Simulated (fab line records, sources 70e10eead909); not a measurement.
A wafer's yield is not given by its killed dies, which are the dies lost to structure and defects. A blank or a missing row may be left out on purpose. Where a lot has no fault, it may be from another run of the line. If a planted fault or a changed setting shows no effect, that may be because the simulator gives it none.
One fault through the eyes of 2 desks    flow nand-harc    every desk sees just its own numbers, and what lay behind them comes last

== AT THE TOOL OWNER'S DESK: rie-diel-11 ==
The tool's own readings at NHARC_A_SGD_CUT_ETCH_58 (etches the open film in CF4, target depth 39 nm, time 65 s): means of the sampled wafers that have a number, for each lot that ran on this tool. If a lot's mean is further than 4 standard deviations from the usual mean, the lot is out of limits and carries the mark OUT (the distance appears in the brackets).
Columns: A = drypump-motor-current-A at NHARC_A_SGD_CUT_ETCH_58, usual 5.6 A; B = oes-product-au at NHARC_A_SGD_CUT_ETCH_58, usual 1.000 a.u.; C = rf-vpp-V at NHARC_A_SGD_CUT_ETCH_58, usual 151.1 V; D = showerhead-plenum-p-Torr at NHARC_A_SGD_CUT_ETCH_58, usual 1.76 Torr; E = throttle-valve-pct at NHARC_A_SGD_CUT_ETCH_58, usual 13.284 %
lot   first seen here  A    B      C      D     E
L540  day 19 21:14     5.6  1.011  150.8  1.73  13.284
L543  day 21 01:37     5.5  1.004  151.6  1.76  13.293
L544  day 21 04:26     5.6  1.005  151.4  1.75  13.289
L550  day 24 01:46     6.0  1.005  151.5  1.76  13.280
L553  day 24 23:09     5.6  0.996  151.0  1.77  13.282
L562  day 29 16:50     5.8  1.009  151.6  1.77  13.281
This desk's finding: nothing out of limits on any of the 6 lots.

== THE METROLOGY DESK ==
Lot by lot, what the gauges showed, no matter which tool ran the lot: averages of those sampled wafers that carry a number. If a lot's mean is further than 4 standard deviations from the usual mean, the lot is out of limits and carries the mark OUT (the distance appears in the brackets).
Columns: A = overlay-x-nm at NHARC_A_SGD_CUT_OVL_MEAS_10, usual -0.1 nm; B = overlay-y-nm at NHARC_A_SGD_CUT_OVL_MEAS_10, usual 0.0 nm
lot   first seen here  A     B
L539  day 19 01:46     -1.4  -1.0
L540  day 19 21:02     -0.1  1.7
L541  day 19 21:24     -0.2  -1.0
L545  day 21 01:09     0.0   0.7
L543  day 21 01:26     0.7   0.6
L544  day 21 04:16     -0.4  -1.2
L550  day 24 01:35     -0.4  0.2
L553  day 24 22:58     2.0   -1.0
L555  day 26 00:02     0.1   0.1
L556  day 26 10:52     -0.3  1.1
L558  day 27 03:30     -1.4  -1.1
L560  day 28 00:05     -0.0  -0.1
L562  day 29 16:39     -1.0  -0.6
This desk's finding: nothing out of limits on any of the 13 lots.

== PUT TOGETHER ==
Nothing out of limits was seen by the tool owner's desk.
Nothing out of limits was seen by the metrology desk.

== WHAT THE SIMULATOR HAD PUT IN ==
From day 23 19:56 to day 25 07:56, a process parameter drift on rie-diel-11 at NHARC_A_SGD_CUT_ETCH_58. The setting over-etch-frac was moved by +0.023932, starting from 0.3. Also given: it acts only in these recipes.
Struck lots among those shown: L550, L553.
